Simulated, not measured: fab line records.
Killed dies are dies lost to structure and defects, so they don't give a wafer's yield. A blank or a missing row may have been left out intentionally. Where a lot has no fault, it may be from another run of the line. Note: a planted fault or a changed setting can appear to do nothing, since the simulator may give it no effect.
Code-filled problem report in 8D (eight disciplines) form    flow n5-finfet    the parts of the form that need people (team, actions taken, sign-off) are left out

1. PROBLEM STATEMENT
At N5_MOL_CONTACT_COAG_CD_MEAS_08, cd-nm averages 25.79 nm over 9 wafers from 3 lots, while fault-free wafers read 27.97 nm, standard deviation 0.22. That is -9.9 standard deviations from the usual mean.
The step: target cd 28 nm.
The first sign was on wafer L622.2 at day 6 14:35, on cd-sem-01. At this step, 30 wafers from 10 lots have a number in the record. Rule for "out", or "out of limits": more than 4 standard deviations from the usual mean. The rest of the wafers with a number are treated as sound.

2. WHAT THIS IS AND IS NOT
question                     is                               is not
which readings at this step  cd-nm                            -
which lots                   L621, L622, L623                 L614, L615, L616, L620, L630, L635, L637
which wafers of those lots   all that have a number           -
read on which gauges         cd-sem-01, cd-sem-02, cd-sem-03  -
when                         from day 6 14:35                 up to then (12 sound wafers); but 9 sound wafers of L630, L635, L637 came after

3. THE SUSPECTS, EACH WITH WHAT RULES IT OUT
Counting: a tool stays on the suspect list if, at a process step up to the reading, it processed all lots that are out and no sound lot following the first of them.
- the gauge at N5_MOL_CONTACT_COAG_CD_MEAS_08 is ruled out. 3 gauges (cd-sem-01, cd-sem-02, cd-sem-03) read the wafers that are out.
- euv-scanner-02 at N5_MOL_CONTACT_COAG_EXPOSE_05 (exposes mask CA, defocus 0 nm): kept. Every lot that is out went through it, starting with L622 (day 6 14:27), and after that it ran no sound lot; the last sound lot it ran before then is L620 (day 6 04:02). Its own readings are out on those wafers: exposure-dose-mJ-cm2.
Remaining after the count: euv-scanner-02 at N5_MOL_CONTACT_COAG_EXPOSE_05.

4. THE CAUSE (what the simulator had put in)
Process parameter drift: euv-scanner-02, from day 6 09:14 on, at N5_MOL_CONTACT_COAG_EXPOSE_05. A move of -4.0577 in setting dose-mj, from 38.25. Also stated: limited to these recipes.
After counting, this tool was the only one left.

5. THE CHAIN OF EFFECTS, in route order
One row per reading whose mean, taken over the struck wafers that have a number, lies over 3 standard deviations from the usual. Only readings whose record carries a usual standard deviation are examined. hours: median over the lots of the time between each lot's start at the first step of this table that gives one and its start at this step. sigmas: the change, counted in usual standard deviations.
hours  step                            reading               usual        on struck wafers  change  sigmas
0      N5_MOL_CONTACT_COAG_EXPOSE_05   exposure-dose-mJ-cm2  38.20        34.88             -3.32   -74
0      N5_MOL_CONTACT_COAG_CD_MEAS_08  cd-nm                 27.97 nm     25.79             -2.18   -9.9
1      N5_MOL_CONTACT_COAG_CD_MEAS_99  cd-nm                 17.1 nm      14.9              -2.2    -6.0
69     N5_BEOL_M4_RC_MEAS_101          RC_DENSE_N            19.1 ohm.um  23.2              +4.1    +8.7
69     N5_BEOL_M4_RC_MEAS_101          RC_DENSE_P            23.8 ohm.um  29.0              +5.2    +8.8
69     N5_BEOL_M4_RC_MEAS_101          RC_N                  15.5 ohm.um  18.7              +3.2    +9.0
69     N5_BEOL_M4_RC_MEAS_101          RC_P                  19.4 ohm.um  23.5              +4.1    +8.5
Process steps it contains:
- N5_MOL_CONTACT_COAG_EXPOSE_05: exposes mask CA, defocus 0 nm.

6. WHAT WOULD HAVE CAUGHT IT SOONER
Counted from the fault's start at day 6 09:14, it took 5 hours until the first out-of-limits reading at a measuring or inspecting step in this record, taken at day 6 14:35.
Tool's own readings at N5_MOL_CONTACT_COAG_EXPOSE_05, exposure-dose-mJ-cm2: out on all struck wafers the step has rows for; an alarm limit on them would have tripped on the first.
L621, L623, from the lots that are out (3), started N5_MOL_CONTACT_COAG_EXPOSE_05 on euv-scanner-02 later than day 6 14:35. A hold on the tool at that time would have spared those 2.
